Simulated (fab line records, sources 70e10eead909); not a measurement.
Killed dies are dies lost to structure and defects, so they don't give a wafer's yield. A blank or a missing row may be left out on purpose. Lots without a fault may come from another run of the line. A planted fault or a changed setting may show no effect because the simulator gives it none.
Chamber matching | flow nand_harc | NHARC_P_BONDPAD_ETCH_37 on rie_diel-10: 4 sister chambers
The step etches the open film in N2/H2, target depth 60 nm, overetch 18 nm, time 65.91 s. 8 wafers are shown with their chamber, then 11 later ones without.

WAFERS WITH THEIR CHAMBER
wafer  | chamber | showerhead_plenum_p_Torr (Torr) | rf_vpp_V (V)
L082.2 | 3       | 2.15                            | 432.4
L084.6 | 1       | 2.10                            | 432.6
L085.3 | 1       | 2.09                            | 431.1
L085.4 | 2       | 1.94                            | 429.0
L086.3 | 3       | 2.15                            | 434.6
L086.4 | 0       | 2.06                            | 432.2
L086.6 | 0       | 2.06                            | 431.2
L087.3 | 2       | 1.94                            | 428.3

WAFERS WITHOUT THEIR CHAMBER
wafer  | showerhead_plenum_p_Torr (Torr) | rf_vpp_V (V)
L087.4 | 1.94                            | 428.7
L087.6 | 2.09                            | 431.2
L089.1 | 2.15                            | 434.3
L089.2 | 2.06                            | 429.6
L089.6 | 2.09                            | 433.1
L092.4 | 2.06                            | 430.9
L092.5 | 2.06                            | 430.3
L092.6 | 2.15                            | 433.4
L093.4 | 2.09                            | 432.1
L093.5 | 2.06                            | 432.1
L093.6 | 2.09                            | 432.5

WHICH CHAMBER EACH WENT THROUGH
wafer  | from the rows above | in truth
L087.4 | 2                   | 2
L087.6 | 1                   | 1
L089.1 | 3                   | 3
L089.2 | 0                   | 0
L089.6 | 1                   | 1
L092.4 | 0                   | 0
L092.5 | 0                   | 0
L092.6 | 3                   | 3
L093.4 | 1                   | 1
L093.5 | 0                   | 0
L093.6 | 1                   | 1
Placed correctly: 11 of 11. Can't be placed from these rows: 0. Placed wrongly: 0.
How it was worked out, from the rows above alone: a wafer's distance from a chamber is the root of the sum, over the readings, of the square of ((its reading less the chamber's mean) divided by the reading's scatter). The wafer belongs to the nearest chamber; if the next one is less than 2 further off, it can't be placed. A chamber's mean is the mean of its shown wafers. The scatter: the root of (the sum of the squares of (reading less its chamber's mean) over the shown wafers, divided by (wafers less chambers)).
